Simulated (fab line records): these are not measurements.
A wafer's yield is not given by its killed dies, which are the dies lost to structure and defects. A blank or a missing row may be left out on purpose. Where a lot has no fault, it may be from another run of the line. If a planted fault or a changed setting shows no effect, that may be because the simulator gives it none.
Lot-split experiment + flow n5Finfet + 21 wafers read from 7 lots, route of 1938 steps

== ABOUT THE SPLIT ==
At N5_BEOL_M0_SAQP_COAT_69 (time 60 s, resist thk 90 nm), the setting spinRpm was moved away from the recipe's 1500 rpm on 2 of the 21 wafers read, by +7.8% to +10.1%. This setting was run at the recipe's value on the other wafers.

The reading is taken at the split's own step.

== THE READING ==
SOC_of_BEOL_M0_SAQP_COAT_69.thkNm (the simulator's own value, which no gauge read), in nm, at N5_BEOL_M0_SAQP_COAT_69 (time 60 s, resist thk 90 nm). The file gives no usual value for it. Across the 19 wafers here that went through the recipe, the average is 90.1 nm and the standard deviation 0.29 nm.

| wafer  | tool, chamber at the split | spinRpm as run, rpm | against the recipe | SOC_of_BEOL_M0_SAQP_COAT_69.thkNm, nm | against lot-mates on the recipe |
|--------|----------------------------|---------------------|--------------------|---------------------------------------|---------------------------------|
| L075.3 | lithoTrack-02, 0           | 1500                | recipe             | 90                                    | -                               |
| L075.4 | lithoTrack-02, 0           | 1500                | recipe             | 90                                    | -                               |
| L075.5 | lithoTrack-02, 0           | 1500                | recipe             | 90                                    | -                               |
| L080.2 | lithoTrack-04, 0           | 1500                | recipe             | 90.2                                  | -                               |
| L080.4 | lithoTrack-04, 0           | 1500                | recipe             | 90.6                                  | -                               |
| L080.5 | lithoTrack-04, 0           | 1500                | recipe             | 90.6                                  | -                               |
| L082.1 | lithoTrack-02, 0           | 1500                | recipe             | 89.8                                  | -                               |
| L082.3 | lithoTrack-02, 0           | 1500                | recipe             | 89.6                                  | -                               |
| L082.4 | lithoTrack-02, 0           | 1617                | +7.8%              | 86.6                                  | -3.1                            |
| L086.4 | lithoTrack-01, 0           | 1500                | recipe             | 90                                    | -                               |
| L086.6 | lithoTrack-01, 0           | 1500                | recipe             | 90                                    | -                               |
| L086.5 | lithoTrack-01, 0           | 1500                | recipe             | 90.2                                  | -                               |
| L092.2 | lithoTrack-02, 0           | 1500                | recipe             | 90.4                                  | -                               |
| L092.5 | lithoTrack-02, 0           | 1500                | recipe             | 90.4                                  | -                               |
| L092.4 | lithoTrack-02, 0           | 1500                | recipe             | 90.2                                  | -                               |
| L096.3 | lithoTrack-02, 0           | 1500                | recipe             | 89.8                                  | -                               |
| L096.5 | lithoTrack-02, 0           | 1500                | recipe             | 89.8                                  | -                               |
| L096.4 | lithoTrack-02, 0           | 1500                | recipe             | 90.2                                  | -                               |
| L097.1 | lithoTrack-04, 0           | 1500                | recipe             | 89.8                                  | -                               |
| L097.3 | lithoTrack-04, 0           | 1500                | recipe             | 89.6                                  | -                               |
| L097.5 | lithoTrack-04, 0           | 1651                | +10.1%             | 85.6                                  | -4.1                            |

THE FIT
A straight line over all 21 wafers: SOC_of_BEOL_M0_SAQP_COAT_69.thkNm changes by -0.444 nm for each +1% of spinRpm; r = -0.97; the points scatter about the line by 0.29 nm.
The same after taking each lot's own level away (the mean of its wafers on the recipe; 21 wafers): -0.404 nm for each +1%; r = -0.99; scatter 0.13 nm.
On that fit, the largest move of spinRpm shifts the reading by 4.1 nm.
The span of the lots' own levels, 89.70 to 90.47 nm, comes to 2.6 times the standard deviation stated above.
The two slopes agree, so the slope changes little with the lot-to-lot level.
Check: with one of the wafers moved furthest among these (+10.1%) left out of the fit, the line predicts -4 nm for it against its lot-mates. It came out at -4.1 nm against them.

== THESE WAFERS: OTHER SPLITS ==
Before the reading, these wafers also passed through other splits. Each is held against what the fit with the lots' levels taken away leaves over:
| other split on the same wafers       | wafers away from the commonest value | r with SOC_of_BEOL_M0_SAQP_COAT_69.thkNm (lot level and that fit taken away) |
|--------------------------------------|--------------------------------------|------------------------------------------------------------------------------|
| N5_MOL_CONTACT_COAG_EXPOSE_81 doseMj | 9                                    | -0.42                                                                        |
| N5_MOL_CONTACT_COAG_ETCH_91 sourceW  | 8                                    | +0.02                                                                        |
| N5_MOL_CONTACT_COAG_COAT_62 spinRpm  | 4                                    | -0.08                                                                        |

== THE FILE'S OWN FIT ==
SOC_of_BEOL_M0_SAQP_COAT_69.thkNm changes by -0.404 nm for each +1% of spinRpm, r = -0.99.
